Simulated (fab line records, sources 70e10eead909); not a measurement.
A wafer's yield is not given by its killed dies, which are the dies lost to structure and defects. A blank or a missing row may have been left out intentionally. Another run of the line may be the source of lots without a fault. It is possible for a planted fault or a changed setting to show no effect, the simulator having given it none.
The tool behind it: which one? -- flow nand harc -- Sampling: 14 lots, 42 wafers, 5 of 1302 route steps

## WHAT EACH GAUGE READ, for each wafer
NHARC_END_SORT_01. Usual: defect limited yield 91.0 %, standard deviation 2.8; killed at array 56, standard deviation 19; killed at other 0.6, standard deviation 1; killed at periphery 3.9, standard deviation 2.7; killed dies 61, standard deviation 19; killed open 3.3, standard deviation 1.9; killed short 2.4, standard deviation 1.7.
lot,measured,on,defect limited yield (%),killed at array,killed at other,killed at periphery,killed dies,killed open,killed short,flag
L961,day 27 15:38,prober-02,95.0 95.1 94.5,26 27 35,0 0 0,8 6 2,34 33 37,2 2 5,3 0 4,
L967,day 31 05:47,prober-01,92.0 87.9 87.9,49 79 80,2 1 1,3 2 1,54 82 82,1 3 5,1 1 1,

## TOOL THAT RAN EACH LOT (tool first, then ch and the chambers of the sampled wafers, then the start)
lot,NHARC_A_M0_DEGAS_28,NHARC_A_M0_PVD_20,NHARC_A_M0_ANNEAL_30,NHARC_A_M1_SOFTBAKE_04
L953,"pvd sputter-03, day 22 21:41","pvd sputter-03, day 22 22:26 or earlier","rtp anneal-01 ch 0, day 22 22:26","litho track-04 ch 0, day 23 00:00"
L955,"pvd sputter-02, day 23 13:12","pvd sputter-02, day 23 13:57 or earlier","rtp anneal-01 ch 0, day 23 13:57","litho track-01 ch 0, day 23 15:00"
L954,"pvd sputter-02, day 23 18:19","pvd sputter-02, day 23 19:16 or earlier","rtp anneal-01 ch 0, day 23 19:16","litho track-04 ch 0, day 23 21:00"
L956,"pvd sputter-01, day 23 19:04","pvd sputter-01, day 23 19:52 or earlier","rtp anneal-01 ch 0, day 23 19:52","litho track-04 ch 0, day 23 21:00"
L957,"pvd sputter-01, day 23 21:12","pvd sputter-01, day 23 21:56 or earlier","rtp anneal-02 ch 0, day 23 21:56","litho track-06 ch 0, day 23 23:00"
L958,"pvd sputter-01, day 25 00:49","pvd sputter-01, day 25 01:37 or earlier","rtp anneal-01 ch 0, day 25 01:37","litho track-04 ch 0, day 25 03:00"
L959,"pvd sputter-03, day 25 15:31","pvd sputter-03, day 25 16:14 or earlier","rtp anneal-01 ch 0, day 25 16:14","litho track-04 ch 0, day 25 19:00"
L960,"pvd sputter-02, day 25 20:02","pvd sputter-02, day 25 20:45 or earlier","rtp anneal-02 ch 0, day 25 20:45","litho track-01 ch 0, day 25 22:00"
L961,"pvd sputter-02, day 26 00:57","pvd sputter-02, day 26 01:47 or earlier","rtp anneal-02 ch 0, day 26 01:47","litho track-06 ch 0, day 26 04:00"
L966,"pvd sputter-03, day 27 21:32","pvd sputter-03, day 27 22:17 or earlier","rtp anneal-01 ch 0, day 27 22:17","litho track-04 ch 0, day 28 00:00"
L965,"pvd sputter-03, day 28 06:41","pvd sputter-03, day 28 07:25 or earlier","rtp anneal-01 ch 0, day 28 07:25","litho track-01 ch 0, day 28 09:00"
L967,"pvd sputter-02, day 29 15:08","pvd sputter-02, day 29 15:55 or earlier","rtp anneal-02 ch 0, day 29 15:55","litho track-01 ch 0, day 29 17:00"
L976,"pvd sputter-03, day 31 07:26","pvd sputter-03, day 31 08:10 or earlier","rtp anneal-02 ch 0, day 31 08:10","litho track-06 ch 0, day 31 09:00"
L975,"pvd sputter-03, day 31 13:34","pvd sputter-03, day 31 14:17 or earlier","rtp anneal-01 ch 0, day 31 14:17","litho track-04 ch 0, day 31 16:00"
- NHARC_A_M0_DEGAS_28: time 60 s.
- NHARC_A_M0_PVD_20: deposits TaN, target thk 5 nm, time 8.06 s.
- NHARC_A_M0_ANNEAL_30: time 90 s.
- NHARC_A_M1_SOFTBAKE_04: time 55 s.

## WHAT THE TOOLS THEMSELVES READ (means of the sampled wafers that have a number; where no wafer has one, the mark that the record gives instead)
NHARC_A_M0_DEGAS_28. Usual: heater power w reads 345 W (standard deviation 36).
lot,tool,heater power w (W),flag
L953,pvd sputter-03,348,
L955,pvd sputter-02,365,
L954,pvd sputter-02,371,
L956,pvd sputter-01,352,
L957,pvd sputter-01,324,
L958,pvd sputter-01,318,
L959,pvd sputter-03,375,
L960,pvd sputter-02,379,
L961,pvd sputter-02,389,
L966,pvd sputter-03,362,
L965,pvd sputter-03,362,
L967,pvd sputter-02,353,
L976,pvd sputter-03,346,
L975,pvd sputter-03,358,

NHARC_A_M0_PVD_20. Usual: throttle valve pct reads 30.4 % (standard deviation 0.96).
lot,tool,throttle valve pct (%),flag
L953,pvd sputter-03,30.9,
L955,pvd sputter-02,29.9,
L954,pvd sputter-02,30.4,
L956,pvd sputter-01,29.5,
L957,pvd sputter-01,30.1,
L958,pvd sputter-01,28.8,
L959,pvd sputter-03,30.5,
L960,pvd sputter-02,29.6,
L961,pvd sputter-02,29.9,
L966,pvd sputter-03,30.7,
L965,pvd sputter-03,31.1,
L967,pvd sputter-02,30.5,
L976,pvd sputter-03,31.2,
L975,pvd sputter-03,31.1,

NHARC_A_M0_ANNEAL_30. Usual: wafer_temp_C_max reads 226.1 (standard deviation 0.33).
lot,tool,wafer_temp_C_max,flag
L953,rtp anneal-01,226.2,
L955,rtp anneal-01,226.4,
L954,rtp anneal-01,226.2,
L956,rtp anneal-01,226.1,
L957,rtp anneal-02,225.6,
L958,rtp anneal-01,226.3,
L959,rtp anneal-01,225.9,
L960,rtp anneal-02,225.7,
L961,rtp anneal-02,225.8,
L966,rtp anneal-01,226.5,
L965,rtp anneal-01,226.5,
L967,rtp anneal-02,225.6,
L976,rtp anneal-02,225.9,
L975,rtp anneal-01,226.6,

NHARC_A_M1_SOFTBAKE_04. Usual: exhaust pa 45.1 Pa, standard deviation 0.92; heater power total W 188.46 W, standard deviation 0.14.
lot,tool,exhaust pa (Pa),heater power total W (W),flag
L953,litho track-04,46.3,188.44,
L955,litho track-01,45.1,188.45,
L954,litho track-04,45.3,188.54,
L956,litho track-04,44.9,188.35,
L957,litho track-06,44.9,188.55,
L958,litho track-04,43.1,188.39,
L959,litho track-04,44.4,188.46,
L960,litho track-01,45.4,188.42,
L961,litho track-06,45.5,188.45,
L966,litho track-04,44.8,188.32,
L965,litho track-01,45.3,192.19,OFF
L967,litho track-01,45.1,192.21,OFF
L976,litho track-06,45.8,188.38,
L975,litho track-04,45.0,188.47,

## THE ANSWER, worked out from the rows above alone
Rule: take the mean of a lot's wafers that have a number; if it is more than 3 standard deviations from the usual mean, the lot is off. A lot without any number at a reading at which 4 lots or more have one is off too. Where the step has rows for the other lots, those lots are counted as sound. After the gauges, taken in route order, come the tools' own readings; for these a lot's mean is taken, as printed above. The first step at which some lot is off is used, and at that step the reading that is off furthest; a lot without a number counts as furthest.
Off, at NHARC_A_M1_SOFTBAKE_04 on heater power total W: L965, L967.
If a tool, at that step or one of the process steps before it, ran each lot that is off and ran no sound lot following the first of them, it fits. With no start given for some of its lots, NHARC_A_M0_PVD_20 uses the hours and lot order of NHARC_A_M0_ANNEAL_30. One fits: litho track-01 at NHARC_A_M1_SOFTBAKE_04. A fault onset in the window from L960 (day 25 22:00, its last sound lot) to L965 (day 28 09:00, its first lot off) fits.
The tool's own readings at NHARC_A_M1_SOFTBAKE_04 bear it out: on the lots that are off they differ by more than 5 times the standard deviation of the sound lots' means. heater power total W reads 192.20 W there against 188.44 W on the sound lots.

## WHAT THE SIMULATOR PUT IN
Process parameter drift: litho track-01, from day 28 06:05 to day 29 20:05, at NHARC_A_M1_SOFTBAKE_04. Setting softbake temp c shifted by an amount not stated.
Struck lots among those shown: L967, L965. The rule above reached the same finding.
